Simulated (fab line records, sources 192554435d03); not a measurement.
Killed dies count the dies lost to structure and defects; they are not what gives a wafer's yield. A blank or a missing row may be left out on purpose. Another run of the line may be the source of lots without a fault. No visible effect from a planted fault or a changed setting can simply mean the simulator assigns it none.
Split-lot trial :: flow n5Finfet :: 17 wafers read across 7 lots, on a route 1938 steps long

== ON THE SPLIT ==
At N5_BEOL_M2_SPUTTER_94 (material Cu, target thk 4.5 nm, time 8.29 s), the setting timeS was moved away from the recipe's 8.29 s on 4 of the 17 wafers read, by -14.5% to +10.1%. All remaining wafers had this setting at the recipe value.

Reading taken at the split's own step.

== THE READING ==
Cu_of_BEOL_M2_SPUTTER_94.thkNm (the simulator's own value, which no gauge read), in nm, at N5_BEOL_M2_SPUTTER_94 (material Cu, target thk 4.5 nm, time 8.29 s). The file does not state a usual value for it. The 13 wafers here that ran the recipe average 4.5 nm, standard deviation 0.13 nm.

wafer: L080.1
tool, chamber at the split: pvdSputter-01, -
timeS as run, s: 8.29
against the recipe: recipe
Cu_of_BEOL_M2_SPUTTER_94.thkNm, nm: 4.6
against lot-mates on the recipe: -

wafer: L080.4
tool, chamber at the split: pvdSputter-01, -
timeS as run, s: 8.29
against the recipe: recipe
Cu_of_BEOL_M2_SPUTTER_94.thkNm, nm: 4.4
against lot-mates on the recipe: -

wafer: L080.5
tool, chamber at the split: pvdSputter-01, -
timeS as run, s: 8.29
against the recipe: recipe
Cu_of_BEOL_M2_SPUTTER_94.thkNm, nm: 4.4
against lot-mates on the recipe: -

wafer: L083.1
tool, chamber at the split: pvdSputter-03, -
timeS as run, s: 8.29
against the recipe: recipe
Cu_of_BEOL_M2_SPUTTER_94.thkNm, nm: 4.6
against lot-mates on the recipe: -

wafer: L085.3
tool, chamber at the split: pvdSputter-01, -
timeS as run, s: 8.64
against the recipe: +4.2%
Cu_of_BEOL_M2_SPUTTER_94.thkNm, nm: 4.6
against lot-mates on the recipe: +0.2

wafer: L085.5
tool, chamber at the split: pvdSputter-01, -
timeS as run, s: 8.64
against the recipe: +4.2%
Cu_of_BEOL_M2_SPUTTER_94.thkNm, nm: 4.6
against lot-mates on the recipe: +0.2

wafer: L085.6
tool, chamber at the split: pvdSputter-01, -
timeS as run, s: 8.29
against the recipe: recipe
Cu_of_BEOL_M2_SPUTTER_94.thkNm, nm: 4.4
against lot-mates on the recipe: -

wafer: L087.1
tool, chamber at the split: pvdSputter-02, -
timeS as run, s: 8.29
against the recipe: recipe
Cu_of_BEOL_M2_SPUTTER_94.thkNm, nm: 4.4
against lot-mates on the recipe: -

wafer: L087.2
tool, chamber at the split: pvdSputter-02, -
timeS as run, s: 8.29
against the recipe: recipe
Cu_of_BEOL_M2_SPUTTER_94.thkNm, nm: 4.4
against lot-mates on the recipe: -

wafer: L088.2
tool, chamber at the split: pvdSputter-01, -
timeS as run, s: 8.29
against the recipe: recipe
Cu_of_BEOL_M2_SPUTTER_94.thkNm, nm: 4.4
against lot-mates on the recipe: -

wafer: L088.6
tool, chamber at the split: pvdSputter-01, -
timeS as run, s: 9.131
against the recipe: +10.1%
Cu_of_BEOL_M2_SPUTTER_94.thkNm, nm: 4.8
against lot-mates on the recipe: +0.4

wafer: L095.1
tool, chamber at the split: pvdSputter-03, -
timeS as run, s: 8.29
against the recipe: recipe
Cu_of_BEOL_M2_SPUTTER_94.thkNm, nm: 4.4
against lot-mates on the recipe: -

wafer: L095.4
tool, chamber at the split: pvdSputter-03, -
timeS as run, s: 8.29
against the recipe: recipe
Cu_of_BEOL_M2_SPUTTER_94.thkNm, nm: 4.4
against lot-mates on the recipe: -

wafer: L095.3
tool, chamber at the split: pvdSputter-03, -
timeS as run, s: 8.29
against the recipe: recipe
Cu_of_BEOL_M2_SPUTTER_94.thkNm, nm: 4.6
against lot-mates on the recipe: -

wafer: L096.3
tool, chamber at the split: pvdSputter-03, -
timeS as run, s: 7.087
against the recipe: -14.5%
Cu_of_BEOL_M2_SPUTTER_94.thkNm, nm: 4
against lot-mates on the recipe: -0.7

wafer: L096.5
tool, chamber at the split: pvdSputter-03, -
timeS as run, s: 8.29
against the recipe: recipe
Cu_of_BEOL_M2_SPUTTER_94.thkNm, nm: 4.6
against lot-mates on the recipe: -

wafer: L096.6
tool, chamber at the split: pvdSputter-03, -
timeS as run, s: 8.29
against the recipe: recipe
Cu_of_BEOL_M2_SPUTTER_94.thkNm, nm: 4.8
against lot-mates on the recipe: -

THE FIT
A straight line over all 17 wafers: Cu_of_BEOL_M2_SPUTTER_94.thkNm changes by +0.0321 nm for each +1% of timeS; r = +0.79; the points scatter about the line by 0.12 nm.
The same after taking each lot's own level away (the mean of its wafers on the recipe; 17 wafers): +0.0456 nm for each +1%; r = +0.95; scatter 0.072 nm.
According to that fit, moving timeS by its largest amount changes the reading by 0.66 nm.
The span of the lots' own levels, 4.40 to 4.70 nm, comes to 2.4 times the standard deviation stated above.
So the lot-to-lot level blurs the effect unless lot-mates are compared.
Check: -0.595 nm against its lot-mates is what the line predicts for one of the wafers moved furthest among these (-14.5%) when that wafer is left out of the fit. It came out at -0.7 nm against them.

== THESE WAFERS: OTHER SPLITS ==
Note: prior to the reading, these wafers also went through further splits. Each is held against what the fit with the lots' levels taken away leaves over:
other split on the same wafers: N5_BEOL_M2_ETCH_69 biasW
wafers away from the commonest value: 5
r with Cu_of_BEOL_M2_SPUTTER_94.thkNm (lot level and that fit taken away): -0.13

other split on the same wafers: N5_BEOL_M2_TRENCH_ETCH_37 biasW
wafers away from the commonest value: 8
r with Cu_of_BEOL_M2_SPUTTER_94.thkNm (lot level and that fit taken away): -0.09

== THE FILE'S OWN FIT ==
Cu_of_BEOL_M2_SPUTTER_94.thkNm changes by +0.046 nm for each +1% of timeS, r = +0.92.
